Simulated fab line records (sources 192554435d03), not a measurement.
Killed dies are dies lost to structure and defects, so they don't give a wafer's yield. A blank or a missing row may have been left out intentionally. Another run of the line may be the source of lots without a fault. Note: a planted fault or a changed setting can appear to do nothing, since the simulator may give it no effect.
fab line records | flow n5Finfet
[record] lots = 6 | wafers = 18 | lastDay = 18
route steps=1938 shown BEOL_M6@1241 PASSIVATION@1936
lots with no fault: from the same line, run without faults
startH: start of the lot's first displayed wafer, in hours after the record's first day | waitH: hours from the lot's prior step to this one | " unchanged from the row above | L1.1+2: several wafers, shown together as one row | - value missing, or start not given | * or withheld: withheld | < > ~ a bound
route shown NAME@n: a module of which the file shows steps, and the number in the route of the first | usual: mean and standard deviation over wafers with no fault | same: alike in all rows | chamber/n: place in a boat | sites: each site's reading | _std_site: their standard deviation | _edge_site: the outer-site mean with the inner-site mean subtracted | radiusMm: for every site, how far away it sits from the centre of the wafer | mask NAME#n: copy n | behind: the last tool/chamber to shape the wafer | hold: reason for holding the lot/hours on hold/outcome of the hold | device: the transistor (n, p or np) that didn't switch | end of line: the same wafers' tests at the end of the route | step lacking rows: just its recipe | killed: at the first sort, the dies lost to defects and structure; wafer yield is something else | map: a wafer's dies, x killed, . not, _ none there
set.NAME: setting as actually run; set.NAME@STEP: the setting as run at that earlier step | model.NAME: the simulator's own value behind a step, which no gauge read
certain route steps with their lots: each step a table, each wafer a row
services: when a tool's chamber went out of use (startH, in hours from the record's first day, below 0 if earlier), for how many hours, and the reason
[[steps]]
[step N5_BEOL_M6_STRIP_80]
[recipe] chemistry = N2/H2 | timeS = 10 | powerW = 450 | tempC = 40 | pressureMtorr = 20 | rfFrequencyHz = 6e+07 | biasPowerW = 7 | n2FlowSccm = 200 | h2FlowSccm = 200
[step N5_BEOL_M6_OCD_MEAS_38]
[usual] trenchDepthNm = 94.3/2.3
lot.wafer | tool   | chamber | startH | waitH | trenchDepthNm
L953.1    | ocd-02 | -       | 185.43 | -     | 96.6
L953.2    | "      | -       | "      | "     | 93.3
L953.6    | "      | -       | "      | "     | 96.8
L955.1    | ocd-01 | -       | 196.61 | -     | 92.7
L955.2    | "      | -       | "      | "     | 96.8
L955.6    | "      | -       | "      | "     | 93.4
L957.1    | ocd-01 | -       | 208.15 | -     | 93.9
L957.5    | "      | -       | "      | "     | 96.9
L957.6    | "      | -       | "      | "     | 94.4
L956.2    | ocd-01 | -       | 209.67 | -     | 93.9
L956.5    | "      | -       | "      | "     | 95.6
L956.6    | "      | -       | "      | "     | 91.7
L972.1    | ocd-01 | -       | 305.49 | -     | 92.9
L972.5    | "      | -       | "      | "     | 91.9
L972.6    | "      | -       | "      | "     | 93.2
L975.1    | ocd-02 | -       | 345.99 | -     | 96.4
L975.3    | "      | -       | "      | "     | 90.5
L975.6    | "      | -       | "      | "     | 88.9
[step N5_BEOL_M6_HM_STRIP_39]
[recipe] chemistry = peroxideTinStrip | material = TiN | targetDepthA = 250 | tempC = 50 | timeS = 158
[step N5_BEOL_M6_SRD_40]
[recipe] timeS = 30 | tempC = 23 | rinseLiquid = diw | dry = ipaMarangoni
[step N5_BEOL_M6_PRECLEAN_42]
[recipe] chemistry = residueRemover | timeS = 60 | tempC = 40
[step N5_BEOL_M6_SRD_43]
[recipe] timeS = 30 | tempC = 23 | rinseLiquid = diw | dry = ipaMarangoni
[step N5_BEOL_M6_CD_MEAS_35]
[recipe] targetCdNm = 40 | targetCdYNm = 28 | polarity = opening
[usual] cdNm = 39.9/0.82
lot.wafer | tool     | chamber | startH | waitH | cdNm
L953.1    | cdSem-03 | -       | 185.58 | 0.0   | 39.4
L953.2    | "        | -       | "      | "     | 41.1
L953.6    | "        | -       | "      | "     | 38.9
L955.1    | cdSem-02 | -       | 196.76 | 0.0   | 39.9
L955.2    | "        | -       | "      | "     | 40.8
L955.6    | "        | -       | "      | "     | 39.1
L957.1    | cdSem-03 | -       | 208.40 | 0.0   | 39.3
L957.5    | "        | -       | "      | "     | 40.7
L957.6    | "        | -       | "      | "     | 40.6
L956.2    | cdSem-02 | -       | 209.92 | 0.0   | 40.6
L956.5    | "        | -       | "      | "     | 39.2
L956.6    | "        | -       | "      | "     | 40.3
L972.1    | cdSem-03 | -       | 305.64 | 0.0   | 38.6
L972.5    | "        | -       | "      | "     | 39.9
L972.6    | "        | -       | "      | "     | 39.9
L975.1    | cdSem-02 | -       | 346.15 | 0.0   | 40.6
L975.3    | "        | -       | "      | "     | 40.0
L975.6    | "        | -       | "      | "     | 42.2
[step N5_BEOL_M6_CURE_75]
[recipe] tempC = 370 | timeS = 120 | ambient = DMADMS/He | material = SiCOH_lowk
[step N5_BEOL_M6_DEGAS_44]
[recipe] ambient = vacuum | tempC = 250 | timeS = 60
[usual] heaterPowerW = 334/37
lot.wafer | tool          | chamber | startH | waitH | heaterPowerW
L953.1    | pvdSputter-01 | -       | 185.97 | 0.3   | 381
L953.2    | "             | -       | "      | "     | 307
L953.6    | "             | -       | "      | "     | 306
L955.1    | pvdSputter-03 | -       | 197.47 | 0.6   | 325
L955.2    | "             | -       | "      | "     | 255
L955.6    | "             | -       | "      | "     | 407
L957.1    | pvdSputter-02 | -       | 208.86 | 0.3   | 331
L957.5    | "             | -       | "      | "     | 331
L957.6    | "             | -       | "      | "     | 325
L956.2    | pvdSputter-02 | -       | 211.60 | 1.5   | 324
L956.5    | "             | -       | "      | "     | 312
L956.6    | "             | -       | "      | "     | 330
L972.1    | pvdSputter-01 | -       | 306.14 | 0.4   | 295
L972.5    | "             | -       | "      | "     | 386
L972.6    | "             | -       | "      | "     | 298
L975.1    | pvdSputter-03 | -       | 346.89 | 0.6   | 333
L975.3    | "             | -       | "      | "     | 333
L975.6    | "             | -       | "      | "     | 404
[step N5_BEOL_M6_PRE_CLEAN_45]
[recipe] gas = H2/He | timeS = 30 | tempC = 250
[usual] heaterPowerW = 334/36
lot.wafer | tool          | chamber | startH | waitH | heaterPowerW
L953.1    | pvdSputter-01 | -       | 186.01 | 0.0   | 375
L953.2    | "             | -       | "      | "     | 321
L953.6    | "             | -       | "      | "     | 315
L955.1    | pvdSputter-03 | -       | 197.51 | 0.0   | 319
L955.2    | "             | -       | "      | "     | 255
L955.6    | "             | -       | "      | "     | 408
L957.1    | pvdSputter-02 | -       | 208.90 | 0.0   | 326
L957.5    | "             | -       | "      | "     | 321
L957.6    | "             | -       | "      | "     | 321
L956.2    | pvdSputter-02 | -       | 211.64 | 0.0   | 323
L956.5    | "             | -       | "      | "     | 328
L956.6    | "             | -       | "      | "     | 332
L972.1    | pvdSputter-01 | -       | 306.18 | 0.0   | 306
L972.5    | "             | -       | "      | "     | 386
L972.6    | "             | -       | "      | "     | 296
L975.1    | pvdSputter-03 | -       | 346.93 | 0.0   | 325
L975.3    | "             | -       | "      | "     | 323
L975.6    | "             | -       | "      | "     | 404
[step N5_BEOL_M6_ALD_77]
[recipe] material = TaN | targetThkA = 20 | tempC = 275 | aldPrecursorFamily = PDMAT | aldCoReactant = NH3 | pressureTorr = 3 | carrierFlowSccm = 1500 | pulseTimeS = 2 | purgeTimeS = 3 | coReactantPurgeTimeS = 2 | coReactantPulseTimeS = 3 | aldCycles = 40 | precursorVesselTempC = 75 | precursorVesselPressureTorr = 26.25 | precursorVesselCarrierSccm = 1000
[usual] heaterPowerW = 428/34
[same] pulseTimeS = 2
lot.wafer | tool        | chamber | startH | waitH | heaterPowerW
L953.1    | aldMetal-02 | 2       | 186.07 | 0.0   | 463
L953.2    | "           | 1       | "      | "     | 435
L953.6    | "           | 3       | "      | "     | 400
L955.1    | aldMetal-03 | 0       | 197.57 | 0.0   | 479
L955.2    | "           | 2       | "      | "     | 411
L955.6    | "           | 1       | "      | "     | 443
L957.1    | aldMetal-01 | 0       | 208.96 | 0.0   | 420
L957.5    | "           | 0       | "      | "     | 429
L957.6    | "           | 3       | "      | "     | 420
L956.2    | aldMetal-03 | 1       | 211.70 | 0.0   | 455
L956.5    | "           | 1       | "      | "     | 463
L956.6    | "           | 2       | "      | "     | 416
L972.1    | aldMetal-02 | 1       | 306.24 | 0.0   | 439
L972.5    | "           | 2       | "      | "     | 470
L972.6    | "           | 1       | "      | "     | 440
L975.1    | aldMetal-02 | 3       | 346.99 | 0.0   | 394
L975.3    | "           | 1       | "      | "     | 445
L975.6    | "           | 0       | "      | "     | 355
[step N5_BEOL_M6_SURFACE_TREAT_79]
[recipe] gas = Ar | timeS = * | ionEnergyEv = * | ionCurrentMaCm2 = 0.5 | pressureMtorr = * | arFlowSccm = 30
[usual] throttleValvePct = *
lot.wafer | tool          | chamber | startH | waitH | throttleValvePct
L953.1    | pvdSputter-01 | -       | 187.99 | 1.8   | *
L953.2    | "             | -       | "      | "     | *
L953.6    | "             | -       | "      | "     | *
L955.1    | pvdSputter-03 | -       | 198.09 | 0.4   | *
L955.2    | "             | -       | "      | "     | *
L955.6    | "             | -       | "      | "     | *
L957.1    | pvdSputter-01 | -       | 209.24 | 0.2   | *
L957.5    | "             | -       | "      | "     | *
L957.6    | "             | -       | "      | "     | *
L956.2    | pvdSputter-02 | -       | 212.04 | 0.2   | *
L956.5    | "             | -       | "      | "     | *
L956.6    | "             | -       | "      | "     | *
L972.1    | pvdSputter-01 | -       | 306.54 | 0.2   | *
L972.5    | "             | -       | "      | "     | *
L972.6    | "             | -       | "      | "     | *
L975.1    | pvdSputter-02 | -       | 347.40 | 0.3   | *
L975.3    | "             | -       | "      | "     | *
L975.6    | "             | -       | "      | "     | *
[step N5_BEOL_M6_CVD_78]
[recipe] material = Co | targetThkA = 20 | tempC = withheld | precursor = CCTBA/H2 | pressureTorr = 30 | timeS = 142.3
[usual] runLengthS = 165.3/0.5
lot.wafer | tool     | chamber | startH | waitH | runLengthS
L953.1    | cvdCo-01 | 1       | 188.16 | 0.2   | 164.7
L953.2    | "        | 0       | "      | "     | 166.0
L953.6    | "        | 1       | "      | "     | 164.4
L955.1    | cvdCo-01 | 2       | 198.50 | 0.4   | 169.9
L955.2    | "        | 0       | "      | "     | 165.1
L955.6    | "        | 2       | "      | "     | 170.2
L957.1    | cvdCo-01 | 2       | 209.40 | 0.1   | 169.7
L957.5    | "        | 0       | "      | "     | 165.0
L957.6    | "        | 2       | "      | "     | 169.6
L956.2    | cvdCo-02 | 1       | 212.30 | 0.2   | 165.8
L956.5    | "        | 1       | "      | "     | 165.0
L956.6    | "        | 2       | "      | "     | 165.9
L972.1    | cvdCo-01 | 0       | 306.60 | 0.0   | 165.4
L972.5    | "        | 1       | "      | "     | 164.1
L972.6    | "        | 2       | "      | "     | 165.5
L975.1    | cvdCo-02 | 2       | 347.47 | 0.0   | 165.1
L975.3    | "        | 0       | "      | "     | 165.2
L975.6    | "        | 2       | "      | "     | 165.9
[step N5_BEOL_M6_SPUTTER_48]
[recipe] material = Cu | targetThkA = 100 | tempC = -20 | biasV = 60 | powerW = 26000 | chamberPressurePa = 0.13 | timeS = 1.667
[usual] throttleValvePct = 29.5/0.99
lot.wafer | tool          | chamber | startH | waitH | throttleValvePct
L953.1    | pvdSputter-03 | -       | 188.27 | 0.1   | 28.6
L953.2    | "             | -       | "      | "     | 29.2
L953.6    | "             | -       | "      | "     | 29.0
L955.1    | pvdSputter-03 | -       | 198.67 | 0.1   | 29.0
L955.2    | "             | -       | "      | "     | 29.2
L955.6    | "             | -       | "      | "     | 28.8
L957.1    | pvdSputter-02 | -       | 211.02 | 1.6   | 32.0
L957.5    | "             | -       | "      | "     | 32.0
L957.6    | "             | -       | "      | "     | 29.9
L956.2    | pvdSputter-02 | -       | 212.48 | 0.1   | 30.0
L956.5    | "             | -       | "      | "     | 29.3
L956.6    | "             | -       | "      | "     | 30.1
L972.1    | pvdSputter-02 | -       | 306.73 | 0.1   | 29.9
L972.5    | "             | -       | "      | "     | 29.0
L972.6    | "             | -       | "      | "     | 30.0
L975.1    | pvdSputter-02 | -       | 347.70 | 0.2   | 29.8
L975.3    | "             | -       | "      | "     | 32.1
L975.6    | "             | -       | "      | "     | 31.9
[step N5_PASSIVATION_PROBE_49]
[usual] defectLimitedYield = 91.5/1.5 | killed_at_M0_to_M3 = 32/10 | killed_at_M4_up = 13/4.9 | killedAtContacts = 13/6.1 | killedAtFrontEnd = 38/11 | killedAtOther = 3/3.2 | killedDies = 101/18 | killedOpen = 66/13 | killedShort = 32/8.3 | sort_bin_5_function = 5.0/1 | sort_bin_6_memory = 3.2/0.74 | sort_bin_8_speed = 0.1/1.1 | sortNPass = 1078/22
[same] grossDies = 1180 | killedAtBackSide = 0 | sort_bin_4_leakage[%] = 0
lot.wafer | tool      | chamber | startH | waitH | defectLimitedYield[%] | killed_at_M0_to_M3 | killed_at_M4_up | killedAtContacts | killedAtFrontEnd | killedAtOther | killedDies | killedOpen | killedShort | sort_bin_5_function[%] | sort_bin_6_memory[%] | sort_bin_8_speed[%] | sortNPass
L953.1    | prober-01 | -       | 268.79 | 0.0   | 92.6                  | 18                 | 16              | 3                | 47               | 3             | 87         | 46         | 27          | 4.4                    | 2.1                  | 0                   | 1093
L953.2    | prober-01 | -       | 268.84 | 0.1   | 92.3                  | 31                 | 7               | 17               | 36               | 0             | 91         | 61         | 29          | 4.6                    | 3.0                  | 0                   | 1089
L953.6    | prober-01 | -       | 269.04 | 0.3   | 93.1                  | 17                 | 14              | 15               | 33               | 3             | 82         | 58         | 22          | 3.6                    | 3.2                  | 0                   | 1098
L955.1    | prober-01 | -       | 284.95 | 0.0   | 93.6                  | 28                 | 9               | 13               | 24               | 1             | 75         | 53         | 18          | 4.1                    | 2.1                  | 0                   | 1105
L955.2    | prober-01 | -       | 285.00 | 0.1   | 93.5                  | 36                 | 10              | 13               | 16               | 2             | 77         | 59         | 14          | 3.6                    | 2.8                  | 0                   | 1103
L955.6    | prober-01 | -       | 285.20 | 0.3   | 92.2                  | 32                 | 9               | 21               | 30               | 0             | 92         | 66         | 23          | 4.6                    | 2.9                  | 0                   | 1088
L957.1    | prober-02 | -       | 299.34 | 0.0   | 91.9                  | 34                 | 13              | 15               | 32               | 2             | 96         | 61         | 32          | 5.2                    | 2.7                  | 0                   | 1084
L957.5    | prober-02 | -       | 299.54 | 0.2   | 90.2                  | 31                 | 29              | 15               | 36               | 5             | 116        | 84         | 29          | 6.4                    | 3.1                  | 0                   | 1064
L957.6    | prober-02 | -       | 299.59 | 0.3   | 89.7                  | 32                 | 11              | 28               | 47               | 3             | 121        | 86         | 32          | 6.3                    | 3.7                  | 0                   | 1059
L956.2    | prober-01 | -       | 300.47 | 0.1   | 91.3                  | 40                 | 17              | 10               | 32               | 4             | 103        | 74         | 24          | 5.6                    | 2.9                  | 0                   | 1077
L956.5    | prober-01 | -       | 300.62 | 0.2   | 89.7                  | 33                 | 17              | 18               | 51               | 3             | 122        | 88         | 30          | 6.6                    | 3.5                  | 0.4                 | 1053
L956.6    | prober-01 | -       | 300.67 | 0.3   | 90.3                  | 37                 | 15              | 10               | 51               | 1             | 114        | 79         | 31          | 5.6                    | 4.0                  | 0                   | 1066
L972.1    | prober-01 | -       | 402.25 | 0.0   | 91.9                  | 29                 | 22              | 16               | 23               | 5             | 95         | 71         | 23          | 4.7                    | 3.1                  | 0                   | 1085
L972.5    | prober-01 | -       | 402.45 | 0.2   | 93.1                  | 36                 | 15              | 6                | 24               | 1             | 82         | 57         | 25          | 4.2                    | 2.5                  | 0                   | 1098
L972.6    | prober-01 | -       | 402.50 | 0.3   | 90.3                  | 34                 | 23              | 9                | 38               | 10            | 114        | 79         | 31          | 5.2                    | 3.7                  | 0                   | 1066
// killed by level:class
L953.1 FIN_SAQP:geometricParticle:short=11 STI_FIN_REVEAL:geometricParticle:open=10 BEOL_M0_SAQP:geometricParticle:open=9 HKMG_FIN:areaEtch=9 BEOL_M4:geometricParticle:open=8 BEOL_M0_SAQP:geometricParticle:short=6 BEOL_M7:geometricParticle:open=3 STARTING-WAFER:geometricParticle:open=3
L953.2 MOL_CONTACT_COAG:geometricParticle:open=11 FIN_SAQP:geometricParticle:open=10 BEOL_M0_SAQP:geometricParticle:short=9 FIN_SAQP:geometricParticle:short=8 BEOL_M0_SAQP:geometricParticle:open=8 BEOL_M3:geometricParticle:open=5 MOL_CONTACT_COAG:geometricParticle:short=5 STI_FIN_REVEAL:geometricParticle:open=4
L953.6 FIN_SAQP:geometricParticle:open=12 BEOL_M4:geometricParticle:open=10 MOL_CONTACT_COAG:geometricParticle:open=10 BEOL_M0_SAQP:geometricParticle:short=5 BEOL_M0_SAQP:geometricParticle:open=5 STI_FIN_REVEAL:geometricParticle:open=4 MOL_CONTACT_COAG:geometricParticle:short=4 STARTING-WAFER:geometricParticle:open=4
L955.1 FIN_SAQP:geometricParticle:open=11 MOL_CONTACT_COAG:geometricParticle:open=11 BEOL_M0_SAQP:geometricParticle:open=7 DUMMY_GATE:geometricParticle:open=4 BEOL_M0_SAQP:geometricParticle:short=4 BEOL_M2:geometricParticle:short=4 BEOL_M3:geometricParticle:open=4 BEOL_M4:geometricParticle:open=4
L955.2 MOL_CONTACT_COAG:geometricParticle:open=11 BEOL_M3:geometricParticle:open=10 BEOL_M2:geometricParticle:open=9 STI_FIN_REVEAL:geometricParticle:open=6 BEOL_M2:geometricParticle:short=4 FIN_SAQP:geometricParticle:open=3 BEOL_M0:geometricParticle:open=3 BEOL_M1:geometricParticle:open=3
L955.6 MOL_CONTACT_COAG:geometricParticle:open=18 STI_FIN_REVEAL:geometricParticle:open=8 BEOL_M3:geometricParticle:open=7 BEOL_M0_SAQP:geometricParticle:open=6 BEOL_M2:geometricParticle:open=6 GATE_CUT:geometricParticle:short=4 GATE_CUT:geometricParticle:open=4 BEOL_M1:geometricParticle:open=4
L957.1 FIN_SAQP:geometricParticle:open=18 MOL_CONTACT_COAG:geometricParticle:open=12 BEOL_M0_SAQP:geometricParticle:short=10 BEOL_M0_SAQP:geometricParticle:open=5 BEOL_M3:geometricParticle:short=5 BEOL_M4:geometricParticle:open=5 GATE_CUT:geometricParticle:short=4 BEOL_M1:geometricParticle:open=4
L957.5 FIN_SAQP:geometricParticle:open=16 MOL_CONTACT_COAG:geometricParticle:open=12 BEOL_M4:geometricParticle:open=11 BEOL_M0_SAQP:geometricParticle:short=10 BEOL_M2:geometricParticle:open=9 BEOL_M0_SAQP:geometricParticle:open=6 BEOL_M8:geometricParticle:open=4 PASS1_DEP:geometricParticle:open=4
L957.6 MOL_CONTACT_COAG:geometricParticle:open=21 FIN_SAQP:geometricParticle:open=17 STI_FIN_REVEAL:geometricParticle:open=9 MOL_CONTACT_COAG:geometricParticle:short=7 BEOL_M0_SAQP:geometricParticle:short=7 BEOL_M1:geometricParticle:open=6 BEOL_M2:geometricParticle:open=6 BEOL_M0_SAQP:geometricParticle:open=5
L956.2 FIN_SAQP:geometricParticle:open=9 MOL_CONTACT_COAG:geometricParticle:open=9 BEOL_M0_SAQP:geometricParticle:open=8 BEOL_M4:geometricParticle:open=8 BEOL_M1:geometricParticle:open=7 BEOL_M3:geometricParticle:open=7 STI_FIN_REVEAL:geometricParticle:open=5 BEOL_M2:geometricParticle:open=5
L956.5 MOL_CONTACT_COAG:geometricParticle:open=16 FIN_SAQP:geometricParticle:open=13 BEOL_M4:geometricParticle:open=12 BEOL_M2:geometricParticle:open=11 STI_FIN_REVEAL:geometricParticle:open=10 FIN_SAQP:geometricParticle:short=7 GATE_CUT:geometricParticle:open=5 BEOL_M0_SAQP:geometricParticle:open=5
L956.6 STI_FIN_REVEAL:geometricParticle:open=15 DUMMY_GATE:geometricParticle:open=9 BEOL_M3:geometricParticle:open=8 BEOL_M2:geometricParticle:open=7 BEOL_M1:geometricParticle:open=7 BEOL_M4:geometricParticle:open=7 FIN_SAQP:geometricParticle:short=6 MOL_CONTACT_COAG:geometricParticle:open=6
L972.1 BEOL_M4:geometricParticle:open=13 MOL_CONTACT_COAG:geometricParticle:open=12 BEOL_M1:geometricParticle:open=8 BEOL_M3:geometricParticle:open=7 BEOL_M0_SAQP:geometricParticle:open=6 DUMMY_GATE:geometricParticle:open=5 MOL_CONTACT_COAG:geometricParticle:short=4 BEOL_M0_SAQP:geometricParticle:short=4
L972.5 BEOL_M0_SAQP:geometricParticle:open=7 BEOL_M4:geometricParticle:open=7 BEOL_M0_SAQP:geometricParticle:short=6 BEOL_M3:geometricParticle:open=6 FIN_SAQP:geometricParticle:open=5 MOL_CONTACT_COAG:geometricParticle:open=5 BEOL_M1:geometricParticle:open=5 BEOL_M1:geometricParticle:short=5
L972.6 BEOL_M0_SAQP:geometricParticle:open=10 BEOL_M4:geometricParticle:open=10 FIN_SAQP:geometricParticle:short=8 MOL_CONTACT_COAG:geometricParticle:open=8 STARTING-WAFER:geometricParticle:open=6 BEOL_M1:geometricParticle:open=6 BEOL_M2:geometricParticle:open=6 MIM_TOP_ETCH:geometricParticle:open=6
[[services]]
tool          | chamber | startH | hours | kind
cvdCo-01      | -       | 171.25 | 14.6  | pm
pvdSputter-02 | -       | 174.82 | 1.6   | repair
cvdCo-02      | -       | 185.90 | 14.6  | pm
aldMetal-01   | -       | 188.19 | 2.3   | repair
cvdCo-01      | 1       | 194.93 | 65.5  | repair
cvdCo-01      | -       | 211.02 | 2.8   | pm
aldMetal-02   | 2       | 227.19 | 6.8   | repair
cvdCo-02      | 1       | 333.33 | -     | clean
cvdCo-02      | 1       | 333.33 | 22.0  | scheduledDown
cvdCo-02      | 1       | 333.33 | 22.0  | ventCycle
[[key]]
[firstSign] step = N5_BEOL_M6_CVD_78 | reading = runLengthS | direction = up | sigmas = 9.3 | usual = * | struck = *
effect none on later readings
metAt N5_BEOL_M6_CVD_78
struckWafers L955.1,L955.6,L957.1,L957.6
[fault] kind = processParameterDrift | tool = cvdCo-01 | chamber = 2 | onsetH = 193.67 | steps = N5_BEOL_M6_CVD_78 | channel = timeS | offset = * | shape = step | endH = 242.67 | actsIn = * | stated = *
